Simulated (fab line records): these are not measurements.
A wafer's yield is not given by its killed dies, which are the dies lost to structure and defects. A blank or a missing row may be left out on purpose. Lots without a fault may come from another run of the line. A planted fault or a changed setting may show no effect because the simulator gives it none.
Comparing a struck lot with a sound one | flow nand-harc | 14 steps out of a route of 1159
Sound: these wafers, L120.1, L120.3, L120.5. Wafers L122.1, L122.4, L122.6 were the ones struck. The cause comes at the end.
At each step with rows: each side's tool, then ch and its chambers, then its first start. Under that, the readings that differ: sound wafers | struck wafers | difference of the means | sigmas: that difference in standard deviations of wafers without a fault.
alike: readings whose means differ by less than 2 such deviations, and words and numbers that are the same on both sides. not compared: withheld readings, readings that some wafer has no value for, bounds like >300 that may hide the same value, and numbers for which the record gives no deviation and whose values overlap.
Wherever a step has rows on one side only, a row that says differs or no value, or a row with sigmas, the two part there. Numbers that have no deviation but don't overlap get no sigmas and don't part them. A reading missing from all wafers of one side parts the sides only when that side holds two or more wafers.

NHARC_P_CONTACT_DEP_30: deposits SiNx, target thk 30 nm.
  sound on pecvd-04 ch 0,2, day 6 21:35; struck on pecvd-01 ch 0,1, day 7 07:43
  alike: heater-power-w
NHARC_P_CONTACT_DEP_00: deposits SiO2, target thk 500 nm.
  sound on pecvd-04 ch 0,2; struck on pecvd-01 ch 0,1
  alike: heater-power-w, throttle-valve-pct
NHARC_P_CONTACT_CMP_01: polishes SiO2, target thk 200 nm.
  sound on cmp-03 ch 0,1,3, day 6 22:17; struck on cmp-02 ch 0,1,3, day 7 08:29
  alike: motor-current-A
then, 8 steps without rows for these wafers: NHARC_P_CONTACT_SRD_03; NHARC_P_CONTACT_DEHYDRATE_04 (time 120 s); NHARC_P_CONTACT_HMDS_05 (time 30 s); NHARC_P_CONTACT_COAT_33 (time 75 s); NHARC_P_CONTACT_COAT_34 (time 65 s); NHARC_P_CONTACT_COAT_06 (resist thk 90 nm); NHARC_P_CONTACT_SOFTBAKE_07 (time 55 s); NHARC_P_CONTACT_EBR_08.
NHARC_P_CONTACT_EXPOSE_09: exposes mask P CA, target cd 90 nm.
  sound on arfi-scanner-02 ch 0, day 6 22:56; struck on arfi-scanner-03 ch 0, day 7 09:10
  reading | sound                | struck                        | difference | sigmas
  mask    | P_CA#0 P_CA#0 P_CA#0 | P_CA_R1#0 P_CA_R1#0 P_CA_R1#0 | differs    |
then, 1 step without rows for these wafers: NHARC_P_CONTACT_PEB_10 (peb time 65 s).
-- jump in the record: it breaks off in module P_CONTACT and resumes in module END (first step shown: number 1159 of the route), and 14 days separate the struck wafers' starts before and after --
NHARC_END_SORT_01:
  sound on prober-01 ch 0, day 21 15:29; struck on prober-01 ch 0, day 21 07:11
  reading     | sound    | struck   | difference | sigmas
  killed-dies | 28 16 20 | 29 48 46 | +20        | +2
  alike: killed-at-array, killed-at-other, killed-at-periphery, killed-open, killed-short

WHERE THEY PART
At NHARC_P_CONTACT_EXPOSE_09 first; at NHARC_END_SORT_01 last (within this record only).

WHY: what had been put in by the simulator
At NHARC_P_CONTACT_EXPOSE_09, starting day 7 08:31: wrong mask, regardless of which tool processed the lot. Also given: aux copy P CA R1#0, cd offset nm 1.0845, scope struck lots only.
